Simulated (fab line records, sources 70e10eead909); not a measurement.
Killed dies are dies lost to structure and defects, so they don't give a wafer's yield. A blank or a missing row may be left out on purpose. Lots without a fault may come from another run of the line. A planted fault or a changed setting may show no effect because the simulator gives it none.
fab line records | flow nand_harc
record lots=14 wafers=42 last_day=33
route steps=1302 shown A_BLC@1133 A_M0@1156
lots that met no fault: from a run of the same line without faults
start_h: hours from the record's first day to the start of the lot's first wafer shown | wait_h: hours since the lot's step before | " the same as in the row above | L1.1+2: a row that stands for several wafers | - no value, or no start given | * or withheld: withheld | < > ~ a bound
route shown NAME@n: a module of which the file shows steps, and the number in the route of the first | usual: mean/standard deviation of fault-free wafers | same: alike in all rows | chamber/n: place in a boat | sites: the reading at each site | _std_site: their standard deviation | _edge_site: outer sites' mean less inner sites' | radius_mm: how far each site lies from the wafer's centre | mask NAME#n: copy n | behind: the tool/chamber that last shaped the wafer | hold: why the lot was held/for how many hours/how that ended | device: the transistor (n, p or np) that didn't switch | end of line: the same wafers' tests at the end of the route | a step without rows: its recipe alone | killed: dies lost to structure and defects at the first sort, not the wafer's yield | map: a wafer's dies, x killed, . not, _ none there
set.NAME: the setting as run; set.NAME@STEP: as run at that earlier step | model.NAME: the simulator's own value behind a step, which no gauge read
steps of the route over a sample of lots; a table a step, a row a wafer
services: from which hour (start_h, from the record's first day; less than 0 if before it) a tool's chamber was out of use, for how many hours, and why
## steps
# step NHARC_A_BLC_CMP_25
# recipe t_overpolish_s=30 target_thk_nm=150
# usual edge_zone_pressure_frac=1.000/0.0048 motor_current_A=12.0/0.96 overpolish_run_s=30.000/0.0096 retaining_ring_pressure_frac=1.000/0.005 time_to_endpoint_s=30.0/2.5
# columns lot.wafer tool chamber start_h wait_h edge_zone_pressure_frac motor_current_A overpolish_run_s retaining_ring_pressure_frac time_to_endpoint_s
L582.2 cmp-03 2 540.49 0.4 0.997 11.3 30.014 0.997 29.3
L582.4 " 3 " " 1.001 12.0 30.005 1.002 27.9
L582.6 " 3 " " 1.004 12.0 30.007 1.007 27.6
L580.1 cmp-03 2 542.41 0.5 0.995 11.2 30.004 0.993 32.0
L580.6 " 3 " " 0.999 11.8 29.995 1.001 28.9
L580.5 " 0 " " 1.002 13.1 29.981 0.999 29.3
L583.3 cmp-01 0 542.81 0.2 0.997 13.4 30.013 0.989 30.3
L583.4 " 1 " " 0.997 11.5 29.991 0.999 31.1
L583.1 " 2 " " 0.998 11.3 29.992 1.005 30.2
L584.1 cmp-02 1 556.72 0.4 1.002 11.7 30.004 1.006 28.6
L584.2 " 2 " " 1.003 11.7 30.003 1.004 27.9
L584.5 " 1 " " 1.000 11.8 30.008 0.996 26.6
L585.2 cmp-03 3 585.13 0.4 0.998 11.1 29.996 0.998 25.6
L585.1 " 1 " " 1.002 14.0 30.008 1.007 27.4
L585.5 " 3 " " 0.990 12.1 30.009 1.001 26.4
L588.1 cmp-01 2 586.88 0.4 1.003 11.6 29.999 1.005 30.7
L588.2 " 0 " " 0.995 12.6 30.018 1.006 30.7
L588.5 " 3 " " 0.984 10.7 29.990 0.991 30.8
L586.2 cmp-02 2 589.36 0.5 1.000 12.6 29.998 1.000 35.6
L586.3 " 0 " " 0.996 13.0 30.011 0.999 36.2
L586.5 " 1 " " 0.999 11.8 29.988 0.995 33.7
L587.2 cmp-03 0 595.89 0.7 0.989 14.7 30.015 1.010 30.4
L587.4 " 1 " " 1.003 13.5 30.006 1.002 33.8
L587.6 " 0 " " 1.002 14.0 30.008 1.002 26.8
L589.4 cmp-02 2 610.76 0.3 1.003 12.2 29.976 1.007 33.5
L589.2 " 1 " " 0.996 11.7 30.000 0.995 30.2
L589.6 " 2 " " 0.997 11.5 30.004 1.002 33.0
L595.3 cmp-02 2 664.31 0.2 0.999 12.4 29.994 0.999 31.1
L595.4 " 0 " " 0.994 12.6 29.996 0.996 36.0
L595.5 " 3 " " 1.001 11.8 30.001 0.998 31.6
L594.1 cmp-01 1 666.88 0.4 1.009 10.7 29.985 1.005 26.6
L594.6 " 0 " " 1.001 13.4 29.993 1.000 27.1
L594.5 " 1 " " 1.013 11.1 30.012 1.000 29.2
L598.3 cmp-01 0 701.64 0.3 1.004 13.2 29.998 0.996 28.0
L598.1 " 1 " " 1.007 11.4 30.018 0.996 29.1
L598.6 " 3 " " 0.996 11.3 30.016 1.007 27.1
L601.4 cmp-01 2 727.11 0.3 1.001 11.6 30.000 1.000 33.2
L601.3 " 3 " " 0.998 10.4 29.999 1.000 33.6
L601.6 " 2 " " 0.998 11.2 30.001 0.996 32.9
L603.3 cmp-01 3 758.81 0.2 1.001 11.0 29.985 1.002 25.5
L603.4 " 1 " " 0.998 10.9 30.005 1.002 26.4
L603.5 " 3 " " 1.001 10.8 29.993 1.000 27.6
# step NHARC_A_M0_DEGAS_28
# recipe temp_c=250 time_s=60
# usual heater_power_w=333/20
# columns lot.wafer tool chamber start_h wait_h heater_power_w
L582.4 pvd_sputter-03 - 542.91 - 327
L582.2 " - " " 318
L582.6 " - " " 305
L580.1 pvd_sputter-02 - 544.87 - 320
L580.5 " - " " 364
L580.6 " - " " 331
L583.4 pvd_sputter-03 - 545.26 - 331
L583.3 " - " " 310
L583.1 " - " " 318
L584.2 pvd_sputter-02 - 559.05 - 325
L584.1 " - " " 311
L584.5 " - " " 372
L585.1 pvd_sputter-02 - 587.59 - 311
L585.2 " - " " 327
L585.5 " - " " 319
L588.2 pvd_sputter-03 - 589.38 - 333
L588.1 " - " " 374
L588.5 " - " " 316
L586.2 pvd_sputter-02 - 591.61 - 325
L586.3 " - " " 324
L586.5 " - " " 324
L587.4 pvd_sputter-01 - 598.67 - 324
L587.2 " - " " 330
L587.6 " - " " 330
L589.4 pvd_sputter-01 - 613.05 - 357
L589.2 " - " " 336
L589.6 " - " " 322
L595.3 pvd_sputter-03 - 666.73 - 329
L595.4 " - " " 317
L595.5 " - " " 310
L594.1 pvd_sputter-01 - 669.30 - 310
L594.5 " - " " 355
L594.6 " - " " 350
L598.3 pvd_sputter-01 - 704.16 - 311
L598.1 " - " " 341
L598.6 " - " " 335
L601.4 pvd_sputter-03 - 729.51 - 331
L601.3 " - " " 339
L601.6 " - " " 315
L603.4 pvd_sputter-03 - 761.23 - 332
L603.3 " - " " 332
L603.5 " - " " 327
# step NHARC_A_M0_PVD_21
# recipe target_thk_a=300 chamber_pressure_pa=5 power_w=5000 substrate_temp_c=30 time_s=20.49 material=Cu
# usual cathode_dc_power_W=5000.1/0.92 chamber_pressure_pa=5.000/0.011 throttle_valve_pct=29.8/0.62
# columns lot.wafer tool chamber start_h wait_h cathode_dc_power_W chamber_pressure_pa throttle_valve_pct
L582.2 pvd_sputter-03 - 543.13 - 5000.4 4.986 29.8
L582.4 " - " " 5000.3 5.002 30.9
L582.6 " - " " 5000.1 4.999 30.9
L580.1 pvd_sputter-02 - 545.10 - 5000.1 5.000 29.8
L580.5 " - " " 4999.5 5.012 28.8
L580.6 " - " " 4999.5 5.023 29.9
L583.4 pvd_sputter-03 - 545.49 - 4998.8 4.997 31.1
L583.1 " - " " 4999.2 5.001 30.4
L583.3 " - " " 5000.1 5.004 29.6
L584.2 pvd_sputter-02 - 559.29 - 4999.6 5.001 30.0
L584.1 " - " " 4998.5 4.994 29.8
L584.5 " - " " 5001.4 5.001 29.1
L585.2 pvd_sputter-02 - 587.81 - 5000.1 5.008 29.6
L585.1 " - " " 4996.8 5.008 29.3
L585.5 " - " " 4999.5 5.009 29.2
L588.2 pvd_sputter-03 - 589.61 - 4998.3 5.015 31.2
L588.1 " - " " 4999.1 5.017 29.8
L588.5 " - " " 4998.1 5.001 31.1
L586.2 pvd_sputter-02 - 591.97 - 5000.7 5.003 29.7
L586.3 " - " " 5000.4 4.979 29.5
L586.5 " - " " 4999.6 4.992 30.0
L587.2 pvd_sputter-01 - 598.91 - 4999.6 5.003 29.7
L587.4 " - " " 5000.1 4.992 30.4
L587.6 " - " " 4999.8 5.001 29.1
L589.4 pvd_sputter-01 - 613.26 - 5000.1 4.991 29.7
L589.2 " - " " 5000.4 4.991 30.4
L589.6 " - " " 4999.1 5.005 29.9
L595.3 pvd_sputter-03 - 666.96 - - - -
L595.4 " - " " - - -
L595.5 " - " " - - -
L594.1 pvd_sputter-01 - 669.56 - - - -
L594.6 " - " " - - -
L594.5 " - " " - - -
L598.3 pvd_sputter-01 - 704.41 - 4998.8 5.018 29.7
L598.1 " - " " 4999.2 5.007 30.0
L598.6 " - " " 5001.0 4.998 30.2
L601.3 pvd_sputter-03 - 729.72 - 4999.9 4.999 30.9
L601.4 " - " " 5000.2 4.992 30.8
L601.6 " - " " 5001.2 4.980 30.7
L603.4 pvd_sputter-03 - 761.44 - 5001.1 4.983 28.9
L603.3 " - " " 5001.4 4.992 28.9
L603.5 " - " " 4998.6 5.000 30.6
# step NHARC_A_M0_ANNEAL_30
# recipe temp_c=225 time_s=90
# usual wafer_temp_C_max=226.1/0.45
# columns lot.wafer tool chamber start_h wait_h wafer_temp_C_max
L582.2 rtp_anneal-02 0 543.71 0.3 226.9
L582.4 " 0 " " 226.5
L582.6 " 0 " " 226.9
L580.1 rtp_anneal-01 0 545.59 - 225.5
L580.5 " 0 " " 225.6
L580.6 " 0 " " 225.7
L583.1 rtp_anneal-02 0 546.00 - 226.3
L583.3 " 0 " " 226.4
L583.4 " 0 " " 226.6
L584.1 rtp_anneal-02 0 559.81 0.4 225.8
L584.2 " 0 " " 226.0
L584.5 " 0 " " 226.2
L585.1 rtp_anneal-01 0 588.33 - 225.7
L585.2 " 0 " " 225.5
L585.5 " 0 " " 225.4
L588.1 rtp_anneal-01 0 590.12 0.3 225.6
L588.2 " 0 " " 225.6
L588.5 " 0 " " 225.8
L586.2 rtp_anneal-01 0 592.53 - 225.9
L586.3 " 0 " " 226.2
L586.5 " 0 " " 225.9
L587.2 rtp_anneal-01 0 599.48 - 225.4
L587.4 " 0 " " 225.9
L587.6 " 0 " " 226.0
L589.2 rtp_anneal-01 0 613.82 - 226.0
L589.4 " 0 " " 225.5
L589.6 " 0 " " 225.3
L595.3 rtp_anneal-02 0 667.58 0.3 226.6
L595.4 " 0 " " 226.6
L595.5 " 0 " " 226.7
L594.1 rtp_anneal-01 0 670.07 - 225.8
L594.5 " 0 " " 225.9
L594.6 " 0 " " 225.7
L598.1 rtp_anneal-01 0 704.90 - 225.9
L598.3 " 0 " " 225.7
L598.6 " 0 " " 226.1
L601.3 rtp_anneal-01 0 730.35 - 225.8
L601.4 " 0 " " 225.7
L601.6 " 0 " " 225.5
L603.3 rtp_anneal-02 0 762.06 - 226.7
L603.4 " 0 " " 226.6
L603.5 " 0 " " 226.2
## services
# columns tool chamber start_h hours kind
cmp-03 - 517.72 0.9 repair
pvd_sputter-03 - 526.00 10.0 pm
cmp-02 - 527.16 4.0 pm
cmp-01 - 537.92 3.0 repair
cmp-02 - 539.54 3.7 repair
pvd_sputter-01 - 550.87 30.4 repair
cmp-03 - 554.47 4.0 pm
cmp-03 - 560.49 3.3 repair
cmp-02 - 567.69 3.3 repair
cmp-03 - 573.48 0.5 repair
pvd_sputter-03 - 577.88 4.2 repair
cmp-03 - 581.83 0.8 repair
pvd_sputter-01 - 582.36 10.0 pm
cmp-01 - 593.07 4.0 pm
cmp-01 - 613.39 1.5 repair
pvd_sputter-02 - 613.74 2.8 repair
pvd_sputter-03 - 637.09 2.3 repair
cmp-01 - 637.12 2.2 repair
pvd_sputter-02 - 638.00 10.0 pm
cmp-01 - 691.15 4.0 pm
pvd_sputter-03 - 704.00 10.0 pm
pvd_sputter-02 - 712.31 6.9 repair
rtp_anneal-02 - 744.00 12.0 pm
pvd_sputter-01 - 760.36 10.0 pm
## key
first_sign step=NHARC_A_M0_PVD_21 reading=tool_record direction=missing
effect none on later readings
met_at NHARC_A_M0_PVD_21
struck_lots L594,L595
later_rows_left_out L594.1,L594.5,L594.6,L595.3,L595.4,L595.5
sort_left_out L594.1,L594.5,L594.6,L595.3,L595.4,L595.5
not_acting_at NHARC_A_BLC_CMP_25,NHARC_A_M0_DEGAS_28,NHARC_A_M0_ANNEAL_30
onset_between 613.26 666.96
fault kind=skipped_step_whole tool=pvd_sputter-01,pvd_sputter-03 chamber=- onset_h=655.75 steps=NHARC_A_M0_PVD_21 scope=struck_lots_only
# sort_left_out: the simulated sort isn't trusted on such a fault, so these wafers' sort isn't shown, and their yield isn't known
# later_rows_left_out: the simulator's readings of these wafers behind a module that went badly wrong aren't trusted and aren't shown, but for the sort
